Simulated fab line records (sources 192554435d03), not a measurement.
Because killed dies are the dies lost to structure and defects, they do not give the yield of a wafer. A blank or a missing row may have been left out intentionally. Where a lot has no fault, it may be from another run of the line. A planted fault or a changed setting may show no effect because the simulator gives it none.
Matching of chambers -- flow n5_finfet -- rie_diel-05 running N5_BEOL_M9_ETCH_61: 4 sister chambers
The step etches SiARC in CF4, target depth 39 nm, time 65 s. 18 wafers are shown with their chamber, then 9 later ones without.

== WAFERS WITH THEIR CHAMBER ==
wafer,chamber,drypump_motor_current_A (A),showerhead_plenum_p_Torr (Torr),oes_product_au (a.u.)
L074.2,2,6.5,2.11,0.76
L074.3,0,5.5,2.20,0.60
L074.6,2,6.5,2.11,0.76
L077.2,2,6.5,2.11,0.76
L077.5,3,6.3,2.06,0.67
L077.6,0,5.5,2.20,0.61
L082.2,2,6.5,2.10,0.75
L082.4,0,5.4,2.20,0.60
L082.6,0,5.5,2.20,0.60
L083.1,2,6.5,2.10,0.73
L083.5,1,5.6,2.06,0.64
L083.6,0,5.4,2.19,0.59
L084.3,3,6.3,2.06,0.65
L084.4,1,5.6,2.06,0.64
L084.5,0,5.4,2.19,0.59
L085.1,0,5.4,2.19,0.59
L085.4,1,5.6,2.06,0.64
L085.5,1,5.6,2.06,0.63

SIGNATURES, as means of the wafers listed above
reading,chamber 0,chamber 1,chamber 2,chamber 3,scatter within a chamber
drypump_motor_current_A,5.443,5.600,6.500,6.300,0.035
showerhead_plenum_p_Torr,2.1957,2.0600,2.1060,2.0600,0.00456
oes_product_au,0.5971,0.6375,0.7520,0.6600,0.00963
Rule: for a wafer and a chamber, the distance is found by dividing, reading by reading, the gap between the wafer's reading and the chamber's mean by the reading's scatter, squaring, summing and taking the root. If the next closest chamber is less than 2 further off than the closest, the wafer can't be placed; otherwise it belongs to the closest. The scatter: the root of (the sum of the squares of (reading less its chamber's mean) over the shown wafers, divided by (wafers less chambers)).

== WAFERS WITHOUT THEIR CHAMBER ==
wafer,drypump_motor_current_A (A),showerhead_plenum_p_Torr (Torr),oes_product_au (a.u.)
L088.2,6.5,2.10,0.72
L088.3,5.6,2.06,0.63
L088.5,6.4,2.05,0.66
L091.1,6.5,2.10,0.73
L091.3,5.6,2.06,0.63
L091.4,6.3,2.05,0.66
L097.1,5.6,2.05,0.62
L097.2,5.5,2.19,0.82
L097.6,6.5,2.09,0.71

== WHICH CHAMBER EACH WENT THROUGH ==
wafer,from the rows above,in truth
L088.2,2,2
L088.3,1,1
L088.5,3,3
L091.1,2,2
L091.3,1,1
L091.4,3,3
L097.1,1,1
L097.2,0,0
L097.6,2,2
9 of 9 placed correctly. Number that these rows cannot place: 0. Placed wrongly: 0.
